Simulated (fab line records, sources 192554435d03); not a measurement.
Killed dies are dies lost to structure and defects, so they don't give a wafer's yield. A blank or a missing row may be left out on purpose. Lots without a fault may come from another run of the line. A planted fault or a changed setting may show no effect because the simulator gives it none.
Problem report in the 8D (eight disciplines) form, filled by code | flow n5_finfet | the parts of the form that need people (team, actions taken, sign-off) are left out
Where a reading is given only as a bound, like >300, the bound stands for it, and a mean or a difference that rests on one is marked > or <: the true number lies beyond.

1. THE PROBLEM
raw_defect_count at N5_HKMG_FIN_INSPECT_61 reads a mean of >300 on 1 wafer of 1 lot; wafers without a fault read 2.0 with a standard deviation of 1.3. That is +99 or more standard deviations from the usual mean.
The step: inspects for defects (macro).
First seen on wafer L898.1, day 7 20:33, on defect_inspect-01. The record holds 27 wafers of 9 lots with a number at this step. Rule for "out", or "out of limits": more than 4 standard deviations from the usual mean. The other wafers with a number count as sound.

2. WHAT IT IS AND WHAT IT IS NOT
question                    | is                | is not
which readings at this step | raw_defect_count  | -
which lots                  | L898              | L883, L884, L887, L890, L891, L895, L897, L906
which wafers of those lots  | L898.1            | L898.2, L898.4
read on which gauges        | defect_inspect-01 | defect_inspect-02
when                        | from day 7 20:33  | up to then (23 sound wafers); but 3 sound wafers of L906 came after

3. SUSPECTS, AND WHAT RULES EACH OUT
Counting: a tool at a process step up to the reading stays a suspect if it ran every lot that is out. Sound lots after the first of them don't rule it out here, since some wafers of a struck lot are sound.
- the gauge at N5_HKMG_FIN_INSPECT_61: ruled out. All the wafers that are out were read on defect_inspect-01, but those of them that N5_PASSIVATION_PROBE_49 has rows for are out there too, on other tools.
- ald_hk-03 at N5_HKMG_FIN_HK_ALD_01 (deposits HfO2, target thk 1.6 nm, pulse time 3 s, purge time 3 s): kept. It ran the lot that is out, L898 (day 7 19:40); its last sound lot up to then is L895 (day 6 22:44).
- Within ald_hk-03 at N5_HKMG_FIN_HK_ALD_01: the wafers that are out ran in chamber 0; their sound lot-mates ran in chambers 1, 2.
Left after counting: ald_hk-03 at N5_HKMG_FIN_HK_ALD_01.

4. THE CAUSE (what the simulator had put in)
Chamber particle source: ald_hk-03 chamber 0, from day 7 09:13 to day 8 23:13, at N5_HKMG_FIN_HK_ALD_01. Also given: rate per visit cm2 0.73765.
Counting left only this tool.

5. THE CHAIN OF EFFECTS, in route order
Each row: a reading whose mean over the struck wafers that have a number lies more than 3 standard deviations from the usual. Only readings for which the record gives a usual standard deviation are gone through. hours: the time from each lot's start at the first step in this table that gives one to its start at this step, as a median over the lots. sigmas: the change in usual standard deviations.
hours | step                    | reading              | usual  | on struck wafers | change | sigmas
0     | N5_HKMG_FIN_INSPECT_61  | raw_defect_count     | 2.0    | >300             | >+298  | +99 or more
197   | N5_PASSIVATION_PROBE_49 | defect_limited_yield | 91.2 % | 82.3             | -8.9   | -6.4
197   | N5_PASSIVATION_PROBE_49 | killed_at_front_end  | 41     | 146              | +105   | +9.5
197   | N5_PASSIVATION_PROBE_49 | killed_at_other      | 3.1    | 10.0             | +6.9   | +3.0
197   | N5_PASSIVATION_PROBE_49 | killed_dies          | 103    | 209              | +106   | +6.6
197   | N5_PASSIVATION_PROBE_49 | sort_bin_5_function  | 5.1 %  | 12.1             | +7.0   | +7.7
197   | N5_PASSIVATION_PROBE_49 | sort_n_pass          | 1077   | 971              | -106   | -6.6
197   | N5_PASSIVATION_PROBE_49 | sort_yield_pct       | 91.2 % | 82.3             | -8.9   | -6.4
The process steps in it:
- N5_PASSIVATION_PROBE_49
Later measuring or inspecting steps at which every struck wafer that the step has a row for has a number for every such reading, and none has moved that far: N5_BEOL_M4_RC_MEAS_101.

6. WHAT WOULD HAVE CAUGHT IT SOONER
In this record the first reading out of limits at a measuring or inspecting step was taken at day 7 20:33, 11 hours after the fault began at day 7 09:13.
Of the tool readings at N5_HKMG_FIN_HK_ALD_01 for which the record gives a usual standard deviation, none was out on any struck wafer, so an alarm limit of 4 standard deviations on them would not have fired.
All the lots that are out (1) had begun N5_HKMG_FIN_HK_ALD_01 on ald_hk-03 by day 7 20:33. A hold on the tool at that time would have spared none of them.
